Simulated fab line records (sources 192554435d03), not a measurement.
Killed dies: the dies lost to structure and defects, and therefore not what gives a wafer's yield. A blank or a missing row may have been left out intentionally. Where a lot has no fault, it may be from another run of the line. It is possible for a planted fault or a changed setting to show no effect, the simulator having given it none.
Split-lot experiment / flow n5 finfet / 39 wafers read from 7 lots, route of 1938 steps

## ON THE SPLIT
At N5_SPACER0_ALD_07 (deposits SiNx, target thk 2 nm), the setting target thk a was moved away from the recipe's 20 angstrom on 15 of the 39 wafers read, by -51.4% to +41.7%. All remaining wafers had this setting at the recipe value.

The reading is taken at the split's own step.

## THE READING
SiNx_of_SPACER0_ALD_07.thk nm (the simulator's own value, which no gauge read), in nm, at N5_SPACER0_ALD_07 (deposits SiNx, target thk 2 nm). No usual value for it is given in the file.

wafer=L076.1; tool, chamber at the split=ald sin-01, 3,0,1; target thk a as run, angstrom=20; against the recipe=recipe; SiNx_of_SPACER0_ALD_07.thk nm, nm=2; against lot-mates on the recipe=-
wafer=L076.5; tool, chamber at the split=ald sin-01, 3,0,1; target thk a as run, angstrom=20; against the recipe=recipe; SiNx_of_SPACER0_ALD_07.thk nm, nm=2; against lot-mates on the recipe=-
wafer=L076.6; tool, chamber at the split=ald sin-01, 3,0,1; target thk a as run, angstrom=20; against the recipe=recipe; SiNx_of_SPACER0_ALD_07.thk nm, nm=2; against lot-mates on the recipe=-
wafer=L076.2; tool, chamber at the split=ald sin-01, 1,0,2; target thk a as run, angstrom=9.728; against the recipe=-51.4%; SiNx_of_SPACER0_ALD_07.thk nm, nm=1; against lot-mates on the recipe=-1.0
wafer=L076.3; tool, chamber at the split=ald sin-01, 1,0,2; target thk a as run, angstrom=9.728; against the recipe=-51.4%; SiNx_of_SPACER0_ALD_07.thk nm, nm=1; against lot-mates on the recipe=-1.0
wafer=L076.4; tool, chamber at the split=ald sin-01, 1,0,2; target thk a as run, angstrom=9.728; against the recipe=-51.4%; SiNx_of_SPACER0_ALD_07.thk nm, nm=1; against lot-mates on the recipe=-1.0
wafer=L084.1; tool, chamber at the split=ald sin-02, 0,1,3; target thk a as run, angstrom=20; against the recipe=recipe; SiNx_of_SPACER0_ALD_07.thk nm, nm=2; against lot-mates on the recipe=-
wafer=L084.3; tool, chamber at the split=ald sin-02, 0,1,3; target thk a as run, angstrom=20; against the recipe=recipe; SiNx_of_SPACER0_ALD_07.thk nm, nm=2; against lot-mates on the recipe=-
wafer=L084.6; tool, chamber at the split=ald sin-02, 0,1,3; target thk a as run, angstrom=20; against the recipe=recipe; SiNx_of_SPACER0_ALD_07.thk nm, nm=2; against lot-mates on the recipe=-
wafer=L088.1; tool, chamber at the split=ald sin-03, 0,2,1; target thk a as run, angstrom=20; against the recipe=recipe; SiNx_of_SPACER0_ALD_07.thk nm, nm=2; against lot-mates on the recipe=-
wafer=L088.4; tool, chamber at the split=ald sin-03, 0,2,1; target thk a as run, angstrom=20; against the recipe=recipe; SiNx_of_SPACER0_ALD_07.thk nm, nm=2; against lot-mates on the recipe=-
wafer=L088.6; tool, chamber at the split=ald sin-03, 0,2,1; target thk a as run, angstrom=20; against the recipe=recipe; SiNx_of_SPACER0_ALD_07.thk nm, nm=2; against lot-mates on the recipe=-
wafer=L088.2; tool, chamber at the split=ald sin-03, 1,3,2; target thk a as run, angstrom=10.82; against the recipe=-45.9%; SiNx_of_SPACER0_ALD_07.thk nm, nm=1; against lot-mates on the recipe=-1.0
wafer=L088.3; tool, chamber at the split=ald sin-03, 1,3,2; target thk a as run, angstrom=10.82; against the recipe=-45.9%; SiNx_of_SPACER0_ALD_07.thk nm, nm=1; against lot-mates on the recipe=-1.0
wafer=L088.5; tool, chamber at the split=ald sin-03, 1,3,2; target thk a as run, angstrom=10.82; against the recipe=-45.9%; SiNx_of_SPACER0_ALD_07.thk nm, nm=1; against lot-mates on the recipe=-1.0
wafer=L089.1; tool, chamber at the split=ald sin-01, 2,1,3,0,2,1; target thk a as run, angstrom=20; against the recipe=recipe; SiNx_of_SPACER0_ALD_07.thk nm, nm=2; against lot-mates on the recipe=-
wafer=L089.2; tool, chamber at the split=ald sin-01, 2,1,3,0,2,1; target thk a as run, angstrom=20; against the recipe=recipe; SiNx_of_SPACER0_ALD_07.thk nm, nm=2; against lot-mates on the recipe=-
wafer=L089.3; tool, chamber at the split=ald sin-01, 2,1,3,0,2,1; target thk a as run, angstrom=20; against the recipe=recipe; SiNx_of_SPACER0_ALD_07.thk nm, nm=2; against lot-mates on the recipe=-
wafer=L089.4; tool, chamber at the split=ald sin-01, 2,1,3,0,2,1; target thk a as run, angstrom=20; against the recipe=recipe; SiNx_of_SPACER0_ALD_07.thk nm, nm=2; against lot-mates on the recipe=-
wafer=L089.5; tool, chamber at the split=ald sin-01, 2,1,3,0,2,1; target thk a as run, angstrom=20; against the recipe=recipe; SiNx_of_SPACER0_ALD_07.thk nm, nm=2; against lot-mates on the recipe=-
wafer=L089.6; tool, chamber at the split=ald sin-01, 2,1,3,0,2,1; target thk a as run, angstrom=20; against the recipe=recipe; SiNx_of_SPACER0_ALD_07.thk nm, nm=2; against lot-mates on the recipe=-
wafer=L090.1; tool, chamber at the split=ald sin-03, 0,2,2; target thk a as run, angstrom=20; against the recipe=recipe; SiNx_of_SPACER0_ALD_07.thk nm, nm=2; against lot-mates on the recipe=-
wafer=L090.4; tool, chamber at the split=ald sin-03, 0,2,2; target thk a as run, angstrom=20; against the recipe=recipe; SiNx_of_SPACER0_ALD_07.thk nm, nm=2; against lot-mates on the recipe=-
wafer=L090.6; tool, chamber at the split=ald sin-03, 0,2,2; target thk a as run, angstrom=20; against the recipe=recipe; SiNx_of_SPACER0_ALD_07.thk nm, nm=2; against lot-mates on the recipe=-
wafer=L090.2; tool, chamber at the split=ald sin-03, 1,3,1; target thk a as run, angstrom=23.98; against the recipe=+19.9%; SiNx_of_SPACER0_ALD_07.thk nm, nm=2.4; against lot-mates on the recipe=+0.4
wafer=L090.3; tool, chamber at the split=ald sin-03, 1,3,1; target thk a as run, angstrom=23.98; against the recipe=+19.9%; SiNx_of_SPACER0_ALD_07.thk nm, nm=2.4; against lot-mates on the recipe=+0.4
wafer=L090.5; tool, chamber at the split=ald sin-03, 1,3,1; target thk a as run, angstrom=23.98; against the recipe=+19.9%; SiNx_of_SPACER0_ALD_07.thk nm, nm=2.4; against lot-mates on the recipe=+0.4
wafer=L095.1; tool, chamber at the split=ald sin-03, 1,2; target thk a as run, angstrom=13.19; against the recipe=-34.1%; SiNx_of_SPACER0_ALD_07.thk nm, nm=1.4; against lot-mates on the recipe=-0.6
wafer=L095.5; tool, chamber at the split=ald sin-03, 1,2; target thk a as run, angstrom=13.19; against the recipe=-34.1%; SiNx_of_SPACER0_ALD_07.thk nm, nm=1.4; against lot-mates on the recipe=-0.6
wafer=L095.2; tool, chamber at the split=ald sin-03, 3; target thk a as run, angstrom=13.19; against the recipe=-34.1%; SiNx_of_SPACER0_ALD_07.thk nm, nm=1.2; against lot-mates on the recipe=-0.8
wafer=L095.3; tool, chamber at the split=ald sin-03, 0,2,1; target thk a as run, angstrom=20; against the recipe=recipe; SiNx_of_SPACER0_ALD_07.thk nm, nm=2; against lot-mates on the recipe=-
wafer=L095.4; tool, chamber at the split=ald sin-03, 0,2,1; target thk a as run, angstrom=20; against the recipe=recipe; SiNx_of_SPACER0_ALD_07.thk nm, nm=2; against lot-mates on the recipe=-
wafer=L095.6; tool, chamber at the split=ald sin-03, 0,2,1; target thk a as run, angstrom=20; against the recipe=recipe; SiNx_of_SPACER0_ALD_07.thk nm, nm=2; against lot-mates on the recipe=-
wafer=L097.1; tool, chamber at the split=ald sin-02, 0,3,2; target thk a as run, angstrom=20; against the recipe=recipe; SiNx_of_SPACER0_ALD_07.thk nm, nm=2; against lot-mates on the recipe=-
wafer=L097.2; tool, chamber at the split=ald sin-02, 0,3,2; target thk a as run, angstrom=20; against the recipe=recipe; SiNx_of_SPACER0_ALD_07.thk nm, nm=2; against lot-mates on the recipe=-
wafer=L097.5; tool, chamber at the split=ald sin-02, 0,3,2; target thk a as run, angstrom=20; against the recipe=recipe; SiNx_of_SPACER0_ALD_07.thk nm, nm=2; against lot-mates on the recipe=-
wafer=L097.3; tool, chamber at the split=ald sin-02, 2,1,1; target thk a as run, angstrom=28.34; against the recipe=+41.7%; SiNx_of_SPACER0_ALD_07.thk nm, nm=2.8; against lot-mates on the recipe=+0.8
wafer=L097.4; tool, chamber at the split=ald sin-02, 2,1,1; target thk a as run, angstrom=28.34; against the recipe=+41.7%; SiNx_of_SPACER0_ALD_07.thk nm, nm=2.8; against lot-mates on the recipe=+0.8
wafer=L097.6; tool, chamber at the split=ald sin-02, 2,1,1; target thk a as run, angstrom=28.34; against the recipe=+41.7%; SiNx_of_SPACER0_ALD_07.thk nm, nm=2.8; against lot-mates on the recipe=+0.8
If several chambers appear in one row, that row covers several wafers at once and the file leaves open which wafer was in which chamber.

THE FIT
A straight line over all 39 wafers: SiNx_of_SPACER0_ALD_07.thk nm changes by +0.02 nm for each +1% of target thk a; r = +1.00; the points scatter about the line by 0.037 nm.
The same after taking each lot's own level away (the mean of its wafers on the recipe; 39 wafers): +0.02 nm for each +1%; r = +1.00; scatter 0.037 nm.
On that fit, the largest move of target thk a shifts the reading by 1 nm.
The lots' own levels span 2.00 to 2.00 nm.
Consequently the slope shifts little with the lot-to-lot level, the two slopes agreeing.
Check: for one of the wafers moved furthest among these (-51.4%), held out of the fit, the line's prediction against its lot-mates is -1.04 nm. It came out at -1 nm against them.

## FILE'S OWN FIT
SiNx_of_SPACER0_ALD_07.thk nm changes by +0.0201 nm for each +1% of target thk a, r = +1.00.
